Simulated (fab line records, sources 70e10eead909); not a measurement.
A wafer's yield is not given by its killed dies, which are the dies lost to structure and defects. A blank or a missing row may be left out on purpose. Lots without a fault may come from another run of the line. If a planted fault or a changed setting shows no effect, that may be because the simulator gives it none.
A lot that was struck, set against a sound lot :: flow nandHarc :: 15 out of 1159 route steps
Sound: these wafers, L485.2, L485.3, L485.6. Struck: wafer L477.6 (left out: L477.5, a lot-mate that was not struck); the cause follows at the end.
Each step with rows lists, per side, the tool, then ch with its chambers, then its first start. Under that, the readings that differ: sound wafers :: struck wafers :: difference of the means :: sigmas: that difference in standard deviations of wafers without a fault.
alike: same words and numbers on both sides, and readings whose means sit less than 2 such deviations apart. not compared: any withheld reading, any reading some wafer has no value for, any bound like >300 that may hide the same value, and any number with overlapping values for which the record gives no deviation.
A row with sigmas, a row that says differs or no value, or rows on one side alone: a step with any of these is where the two part. Numbers that don't overlap but have no deviation are shown without sigmas and don't part them. A reading missing from all wafers of one side parts the sides only when that side holds two or more wafers.

first, 1 step without rows for these wafers: NHARC_A_CHANNEL_HOLE_D1_STRIP_43 (strips in O2/COS).
NHARC_A_CHANNEL_HOLE_D1_ETCH_44: etches the open film in CF4/O2, target depth 140 nm, overetch 14 nm, time 77 s.
  sound on rieDiel-13 ch 1,2,3, day 14 00:47; struck on rieDiel-10 ch 1, day 12 10:10
  alike: cf4FlowSccm, chamberPressureMTorr, drypumpMotorCurrentA, oesProductAu, rfFwdPowerW, rfVppV, showerheadPlenumPTorr, throttleValvePct
  not compared: rfHoursCounterH
NHARC_A_CHANNEL_HOLE_D1_STRIP_27: strips in O2.
  sound on rieDiel-13 ch 0,2,3; struck on rieDiel-10 ch 3
reading: drypumpMotorCurrentA (A)
sound: 6.5 5.7 6.3
struck: 4.8
difference: -1.4
sigmas: -3

reading: throttleValvePct (%)
sound: 17.015 17.035 17.027
struck: 17.055
difference: +0.029
sigmas: +3
  alike: chamberPressureMTorr, oesProductAu, rfVppV, showerheadPlenumPTorr
  not compared: rfHoursCounterH
then, 2 steps without rows for these wafers: NHARC_A_CHANNEL_HOLE_D1_PRECLEAN_28 (cleans in SC1); NHARC_A_CHANNEL_HOLE_D1_SRD_29.
NHARC_A_CHANNEL_HOLE_D1_CD_MEAS_30:
  sound on cdSem-02, day 14 01:35; struck on cdSem-03, day 12 10:57
  alike: cdNm
then, 1 step without rows for these wafers: NHARC_A_CHANNEL_HOLE_D1_XSEM_31.
NHARC_A_CHANNEL_HOLE_D1_INSPECT_40:
  sound on defectInspect-01, day 14 01:46; struck on defectInspect-01, day 12 11:08
  alike: rawDefectCount
then, 2 steps without rows for these wafers: NHARC_A_CHANNEL_FILL_D1_PRECLEAN_00 (cleans in SC1); NHARC_A_CHANNEL_FILL_D1_SRD_01.
NHARC_A_CHANNEL_FILL_D1_ALD_02: deposits SiO2, target thk 6 nm, pulse time 10 s, ald cycles 60.
  sound on aldHk-04 ch 2,3, day 14 02:02; struck on aldHk-02 ch 0, day 12 12:50
  alike: heaterPowerOuterW, heaterPowerW, precursorPulseHeightRel
  not compared: aldCycles
NHARC_A_CHANNEL_FILL_D1_ALD_03: deposits SiNx, target thk 6 nm, pulse time 60 s, ald cycles 58.
  sound on aldSinBatch-01 ch 0; struck on aldSinBatch-01 ch 0
  alike: precursorPulseHeightRel
  not compared: aldCycles
NHARC_A_CHANNEL_FILL_D1_ALD_14: deposits SiO2, target thk 2.5 nm, pulse time 10 s, ald cycles 25.
  sound on aldHk-04 ch 1,2, day 14 11:22; struck on aldHk-01 ch 0, day 12 19:52
reading: aldCycles
sound: 25 25 25
struck: 21
difference: -4
sigmas: 
  alike: heaterPowerOuterW, heaterPowerW, precursorPulseHeightRel
NHARC_A_CHANNEL_FILL_D1_ALD_15: deposits SiNx, target thk 2 nm, pulse time 60 s, ald cycles 19.
  sound on aldSinBatch-01 ch 0; struck on aldSinBatch-02 ch 0
  alike: precursorPulseHeightRel
  not compared: aldCycles
NHARC_END_SORT_01:
  the record has rows for the sound wafers here (prober-02 ch 0, day 29 14:16) and none for the struck ones

== WHERE THEY PART ==
At NHARC_A_CHANNEL_HOLE_D1_STRIP_27 first; at NHARC_END_SORT_01 last (within this record only).

WHY: what had been put in by the simulator
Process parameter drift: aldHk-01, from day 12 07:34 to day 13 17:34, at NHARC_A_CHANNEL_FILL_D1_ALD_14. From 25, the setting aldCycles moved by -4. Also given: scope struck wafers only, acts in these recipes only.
